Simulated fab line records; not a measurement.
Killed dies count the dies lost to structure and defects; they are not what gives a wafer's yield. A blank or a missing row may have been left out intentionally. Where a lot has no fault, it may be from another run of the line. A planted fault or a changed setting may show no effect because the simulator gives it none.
What tool caused it? || flow n5 finfet || 6 lots with 18 wafers sampled at 3 steps, on a route of 1938 steps

== WHAT THE GAUGES SHOWED, per wafer ==
N5_BEOL_M5_INSPECT_58: inspects for defects (darkfield).
{"lot": "L403", "measured": "day 8 13:43", "on": "defect inspect-01", "raw defect count": "117 81 71"}
{"lot": "L405", "measured": "day 9 00:59", "on": "defect inspect-02", "raw defect count": "54 89 88"}
{"lot": "L409", "measured": "day 10 05:11", "on": "defect inspect-02", "raw defect count": "66 61 75"}
{"lot": "L410", "measured": "day 10 14:56", "on": "defect inspect-02", "raw defect count": "58 92 57"}
{"lot": "L416", "measured": "day 12 04:18", "on": "defect inspect-02", "raw defect count": "62 120 62"}
{"lot": "L423", "measured": "day 13 21:28", "on": "defect inspect-01", "raw defect count": "97 68 88"}

== WHICH TOOL RAN EACH LOT (tool, then ch and the chambers of the sampled wafers, then the start) ==
{"lot": "L403", "N5_BEOL_M5_ANNEAL_51": "rtp anneal-02 ch 0, day 8 12:38", "N5_BEOL_M5_CO_CAP_78": "cvd co-02 ch 0,1,2, day 8 13:29"}
{"lot": "L405", "N5_BEOL_M5_ANNEAL_51": "rtp anneal-02 ch 0, day 9 00:07", "N5_BEOL_M5_CO_CAP_78": "cvd co-01 ch 0,1,2, day 9 00:47"}
{"lot": "L409", "N5_BEOL_M5_ANNEAL_51": "rtp anneal-02 ch 0, day 10 04:10", "N5_BEOL_M5_CO_CAP_78": "cvd co-01 ch 0,2, day 10 04:58"}
{"lot": "L410", "N5_BEOL_M5_ANNEAL_51": "rtp anneal-01 ch 0, day 10 14:04", "N5_BEOL_M5_CO_CAP_78": "cvd co-01 ch 0,1,2, day 10 14:44"}
{"lot": "L416", "N5_BEOL_M5_ANNEAL_51": "rtp anneal-02 ch 0, day 12 03:23", "N5_BEOL_M5_CO_CAP_78": "cvd co-02 ch 0,1, day 12 04:04"}
{"lot": "L423", "N5_BEOL_M5_ANNEAL_51": "rtp anneal-01 ch 0, day 13 20:38", "N5_BEOL_M5_CO_CAP_78": "cvd co-01 ch 1,2, day 13 21:16"}
- N5_BEOL_M5_ANNEAL_51: time 90 s.
- N5_BEOL_M5_CO_CAP_78: material Co, precursor CCTBA/H2, target thk 2 nm, time 102.1 s.

== THE ANSWER, worked out from the rows above alone ==
Rule: what is usual is taken from the lots themselves. Put in order of their means at a reading, lots are off if they are a third of the lots or fewer, leave a main group of 4 or more, and stand apart from it by a gap of 3 or more times the standard deviation of the main group's means; of several such gaps the widest counts. If all means in a main group match to the digits the tables above print for the reading, that group is not used. A lot without any number at a reading at which 4 lots or more have one is off too. Where the step has rows for the other lots, those lots are counted as sound.
Across all readings shown, no lot is off: no conclusion can be drawn from this.

== WHAT THE SIMULATOR HAD PUT IN ==
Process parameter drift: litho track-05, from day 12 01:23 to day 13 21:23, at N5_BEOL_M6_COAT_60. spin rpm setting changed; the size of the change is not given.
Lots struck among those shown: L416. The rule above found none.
